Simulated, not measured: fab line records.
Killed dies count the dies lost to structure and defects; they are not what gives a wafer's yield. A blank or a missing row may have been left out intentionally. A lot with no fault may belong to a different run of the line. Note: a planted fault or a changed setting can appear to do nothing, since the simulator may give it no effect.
Comparing a struck lot with a sound one :: flow n5_finfet :: 46 out of 1938 route steps
Sound: the wafers L307.1, L307.3, L307.6. Struck: wafer L301.1. The cause comes at the end.
For every step that has rows: the tool of each side, followed by ch and its chambers, followed by its first start. Under that, the readings that differ: sound wafers :: struck wafers :: difference of the means :: sigmas: that difference in standard deviations of wafers without a fault.
alike: a reading whose means differ by less than 2 such deviations, as well as words and numbers matching on both sides. not compared: withheld readings; readings where some wafer has no value; bounds like >300 that might hide an equal value; numbers whose values overlap and for which the record gives no deviation.
The two part at a step that has a row with sigmas, a row that says differs or no value, or rows on one side only. Numbers that don't overlap but have no deviation are shown without sigmas and don't part them. Lack of a reading on every wafer of one side parts them only where that side has two or more wafers.

first, 3 steps without rows for these wafers: N5_STI_FIN_REVEAL_ALD_14 (deposits Si3N4, target thk 3 nm); N5_STI_FIN_REVEAL_FCVD_FILL_01 (material SiO2 flowable, target thk 312 nm, time 512.2 s); N5_STI_FIN_REVEAL_DENSIFY_02 (time 1800 s).
N5_STI_FIN_REVEAL_CMP_04: polishes, stops on Si3N4, t overpolish 4 s, target thk 131.83 nm.
  sound on cmp-01 ch 0,1, day 5 08:52; struck on cmp-04 ch 1, day 3 21:24
  alike: motor_current_A, overpolish_run_s, time_to_endpoint_s
N5_STI_FIN_REVEAL_THK_MEAS_05:
  struck on film_metro-02, day 3 21:35; sound on film_metro-01, day 5 09:07
  alike: thk_nm
N5_STI_FIN_REVEAL_DENSIFY_30:
  sound on rtp_anneal-01 ch 0, day 5 09:08; struck on rtp_anneal-01 ch 0, day 3 21:38
  alike: lamp_power_pct
  not compared: wafer_temp_C_max
then, 6 steps without rows for these wafers: N5_STI_FIN_REVEAL_ETCHBACK_08 (etches SiO2 in C4F6/O2, target depth 30.5 nm, time 10.167 s); N5_STI_FIN_REVEAL_STRIP_24 (strips in N2/H2, time 90 s); N5_STI_FIN_REVEAL_PRECLEAN_25 (cleans in SPM, time 90 s); N5_STI_FIN_REVEAL_PRECLEAN_26 (cleans in SC1, time 45 s); N5_STI_FIN_REVEAL_PRECLEAN_29 (cleans in DHF, time 30 s); N5_STI_FIN_REVEAL_SRD_12 (time 30 s).
N5_STI_FIN_REVEAL_RECESS_09: chemistry HF/NH3, target SiO2, afs cycles 11, target depth 42.5 nm, sublimation time 60 s.
  sound on vapor_etch-02 ch 0,1, day 5 09:47; struck on vapor_etch-01 ch 1, day 3 22:07
  alike: drypump_motor_current_A, foreline_p_Torr
then, 2 steps without rows for these wafers: N5_STI_FIN_REVEAL_STRIP_16 (strips SiNx in H3PO4, target depth 23.8 nm); N5_STI_FIN_REVEAL_PRECLEAN_17 (cleans in NF3:NH3, afs cycles 1, time 20 s, sublimation time 60 s).
N5_STI_FIN_REVEAL_ETCH_34: etches Si in H2, material Si, target depth 0.97 nm.
  sound on rie_si-03 ch 0,1, day 5 11:55; struck on rie_si-04 ch 1, day 4 00:14
  alike: drypump_motor_current_A, oes_product_au, throttle_valve_pct
  not compared: rf_hours_counter_h
N5_STI_FIN_REVEAL_OXIDATION_31: chemistry O2 PLASMA REMOTE, time 20 s.
  sound on plasma_asher-01 ch 0,1, day 5 12:00; struck on plasma_asher-01 ch 1, day 4 00:17
  alike: drypump_motor_current_A, heater_power_w
  not compared: rf_hours_counter_h
then, 6 steps without rows for these wafers: N5_STI_FIN_REVEAL_PRECLEAN_32 (cleans in NF3:NH3, afs cycles 1, time 20 s, sublimation time 60 s); N5_STI_FIN_REVEAL_STRIP_35 (strips Si3N4 in H3PO4, target depth 4 nm, time 39 s); N5_STI_FIN_REVEAL_SRD_21 (time 30 s); N5_STI_FIN_REVEAL_OXIDATION_33 (chemistry O2 PLASMA REMOTE, time 20 s); N5_STI_FIN_REVEAL_CLEAN_19 (cleans in O3/DIW, time 120 s); N5_STI_FIN_REVEAL_SRD_23 (time 30 s).
N5_STI_FIN_REVEAL_CD_MEAS_22: target cd 6.238 nm, pitch 28 nm.
  struck on cd_sem-03, day 4 00:48; sound on cd_sem-03, day 5 12:31
reading: cd_nm (nm)
sound: 6.04 6.10 6.49
struck: 6.77
difference: +0.56
sigmas: +2
N5_STI_FIN_REVEAL_FIN_H_MEAS_10:
  struck on ocd-02, day 4 00:50; sound on ocd-01, day 5 12:32
  alike: trench_depth_nm
then, 2 steps without rows for these wafers: N5_STI_FIN_REVEAL_PRECLEAN_18 (cleans in SC2, time 45 s); N5_STI_FIN_REVEAL_SRD_28 (time 30 s).
N5_STI_FIN_REVEAL_INSPECT_13: inspects for defects (darkfield).
  struck on defect_inspect-02, day 4 00:55; sound on defect_inspect-01, day 5 12:38
  alike: raw_defect_count
then, 6 steps without rows for these wafers: N5_DUMMY_GATE_PRECLEAN_00 (cleans in O3/DIW, time 60 s); N5_DUMMY_GATE_SRD_01 (time 30 s); N5_DUMMY_GATE_ALD_02 (deposits SiO2, target thk 2 nm, pulse time 1 s); N5_DUMMY_GATE_CVD_03 (deposits a-Si from SiH4, target thk 150 nm, time 8042 s); N5_DUMMY_GATE_PRECLEAN_46 (cleans in DIW, time 89.5 s); N5_DUMMY_GATE_SRD_47 (dry time 32 s).
N5_DUMMY_GATE_CMP_04: polishes a-Si.
  sound on cmp-02 ch 0,3, day 6 00:01; struck on cmp-02 ch 0, day 4 05:05
  alike: motor_current_A, time_to_endpoint_s
N5_DUMMY_GATE_THK_MEAS_05:
  struck on film_metro-01, day 4 05:14; sound on film_metro-02, day 6 00:16
  alike: thk_nm
then, 6 steps without rows for these wafers: N5_DUMMY_GATE_HM_DEP_06 (deposits SiNx from DCS/NH3, target thk 80 nm, time 5141 s); N5_DUMMY_GATE_PECVD_30 (deposits SiO2 from TEOS/O2, target thk 55 nm, time 10.8 s); N5_DUMMY_GATE_COAT_34 (time 60 s, resist thk 60 nm); N5_DUMMY_GATE_COAT_35 (time 60 s, resist thk 10 nm); N5_DUMMY_GATE_COAT_28 (time 60 s, resist thk 10 nm); N5_DUMMY_GATE_COAT_09 (resist thk 30 nm).
N5_SD_EPI_N_SD_RECESS_17: chemistry HBr/Cl2/O2, target depth 41 nm, time 23.7 s, bt time 3 s.
  sound on rie_si-03 ch 0,2, day 6 11:29; struck on rie_si-04 ch 0, day 4 12:48
reading: model.Si_of_WELL_APT_EPI_41.thk_nm (nm)
sound: 9.4 9 9.4
struck: 6.6
difference: -2.7
sigmas: 

reading: model.etch.depth_nm (nm)
sound: 40.22 40.67 40.64
struck: 43.28
difference: +2.77
sigmas: 

reading: model.SD_EPI_N.feature_depth_nm (nm)
sound: 40.2 40.6 40.6
struck: 43.2
difference: +2.7
sigmas: 
  alike: drypump_motor_current_A, oes_product_au, throttle_valve_pct
  not compared: rf_hours_counter_h
N5_SD_EPI_N_STRIP_18: strips in SPM, time 750 s.
  sound on wet_bench-01 ch 3,4,5, day 6 11:40; struck on wet_bench-01 ch 7, day 4 12:59
reading: model.Si_of_WELL_APT_EPI_41.thk_nm (nm)
sound: 9 8.6 9.2
struck: 6.4
difference: -2.5
sigmas: 
-- here the record skips 5 days between the struck wafers' starts before and after, leaving off in module SD_EPI_N and picking up in module BEOL_M4 (first step shown: number 1111 of the route) --
N5_BEOL_M4_RC_MEAS_101:
  sound on prober-02 ch 0, day 11 02:05; struck on prober-01 ch 0, day 9 11:46
reading: IOFF_N (nA/um)
sound: 0.161 0.164 0.186
struck: 0.254
difference: +0.084
sigmas: +3

reading: SS_N (mV/dec)
sound: 71.9 70.9 71.9
struck: 74.2
difference: +2.6
sigmas: +5
  alike: CJ_N, DIBL_N, DIBL_P, IOFF_P, ION_N, ION_P, SS_P, VT_N, VT_P
N5_PASSIVATION_PROBE_49:
  sound wafers here have rows in the record (prober-02, day 15 07:55); struck ones have none

WHERE THEY PART
Last at N5_PASSIVATION_PROBE_49 as far as this record goes, first at N5_STI_FIN_REVEAL_CD_MEAS_22.

WHY: what had been put in by the simulator
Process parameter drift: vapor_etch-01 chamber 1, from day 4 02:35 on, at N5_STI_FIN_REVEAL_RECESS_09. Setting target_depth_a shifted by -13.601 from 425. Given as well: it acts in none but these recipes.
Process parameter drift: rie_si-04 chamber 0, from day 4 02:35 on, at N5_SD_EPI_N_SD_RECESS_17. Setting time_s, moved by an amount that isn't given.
